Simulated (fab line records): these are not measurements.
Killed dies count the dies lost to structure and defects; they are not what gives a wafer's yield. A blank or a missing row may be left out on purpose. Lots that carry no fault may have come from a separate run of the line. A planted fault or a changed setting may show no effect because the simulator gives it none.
Matching of chambers	flow n5 finfet	N5_BEOL_M5_CURE_80 on uv cure-01: 3 sister chambers
The step cures SiCOH lowk, time 120 s. 6 wafers are shown with their chamber, then 7 later ones without.

EACH WAFER AND ITS CHAMBER
wafer	chamber	wafer_temp_C_max	lamp power pct (%)
L085.2	0	373.0	52.28
L085.3	0	373.0	52.47
L086.5	2	371.7	52.37
L086.6	2	371.9	52.34
L087.3	1	371.7	52.29
L087.4	1	372.4	52.45

WAFERS WITHOUT THEIR CHAMBER
wafer	wafer_temp_C_max	lamp power pct (%)
L087.5	372.0	52.36
L090.3	371.9	52.27
L090.4	371.6	52.29
L090.5	373.1	52.36
L092.1	372.7	52.22
L092.2	371.9	52.36
L092.5	372.3	52.31

WHICH CHAMBER EACH WENT THROUGH
wafer	from the rows above	in truth
L087.5	can't be placed: 1 or 2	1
L090.3	can't be placed: 2 or 1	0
L090.4	can't be placed: 2 or 1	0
L090.5	0	0
L092.1	can't be placed: 0 or 1 or 2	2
L092.2	can't be placed: 2 or 1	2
L092.5	can't be placed: 1 or 2 or 0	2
1 of 7 placed correctly. Can't be placed from these rows: 6 (the true chamber is among the candidates in 4). Placed wrongly: 0.
How it was worked out, from the rows above alone: a wafer's distance from a chamber is the root of the sum, over the readings, of the square of ((its reading less the chamber's mean) divided by the reading's scatter). If the next closest chamber is less than 2 further off than the closest, the wafer can't be placed; otherwise it belongs to the closest. A chamber's mean is the mean of its shown wafers. The scatter: take each reading less its chamber's mean, square it, sum over the shown wafers, divide by the number of wafers less the number of chambers, and take the root.
